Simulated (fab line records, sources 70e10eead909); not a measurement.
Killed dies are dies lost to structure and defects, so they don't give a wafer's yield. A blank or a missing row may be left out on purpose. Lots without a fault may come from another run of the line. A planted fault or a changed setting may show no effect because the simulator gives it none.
Chamber matching | flow nand_harc | NHARC_P_GATE_DEP_103 on pecvd-03: 3 sister chambers
The step deposits SiON, target thk 30 nm. 3 wafers are shown with their chamber, then 11 later ones without.

WAFERS WITH THEIR CHAMBER
wafer  | chamber | heater_power_w (W)
L091.1 | 1       | 665
L091.4 | 0       | 759
L092.1 | 2       | 779

WAFERS WITHOUT THEIR CHAMBER
wafer  | heater_power_w (W)
L092.4 | 656
L092.6 | 763
L094.3 | 780
L094.4 | 781
L094.5 | 898
L093.2 | 708
L093.4 | 795
L093.6 | 867
L095.2 | 614
L095.4 | 842
L095.6 | 636

WHICH CHAMBER EACH WENT THROUGH
wafer  | from the rows above          | in truth
L092.4 | can't be placed: 1 or 0      | 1
L092.6 | can't be placed: 0 or 2 or 1 | 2
L094.3 | can't be placed: 2 or 0      | 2
L094.4 | can't be placed: 2 or 0      | 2
L094.5 | can't be placed: 2 or 0      | 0
L093.2 | can't be placed: 1 or 0 or 2 | 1
L093.4 | can't be placed: 2 or 0      | 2
L093.6 | can't be placed: 2 or 0      | 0
L095.2 | can't be placed: 1 or 0      | 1
L095.4 | can't be placed: 2 or 0      | 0
L095.6 | can't be placed: 1 or 0      | 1
Placed correctly: 0 of 11. Can't be placed from these rows: 11 (the true chamber is among the candidates in 11). Placed wrongly: 0.
How it was worked out, from the rows above alone: a wafer's distance from a chamber is the root of the sum, over the readings, of the square of ((its reading less the chamber's mean) divided by the reading's scatter). The wafer belongs to the nearest chamber; if the next one is less than 2 further off, it can't be placed. A chamber's mean is the mean of its shown wafers. The scatter: with one shown wafer a chamber, the root of the mean of the squares of how far each hidden wafer lies from its nearest shown one.
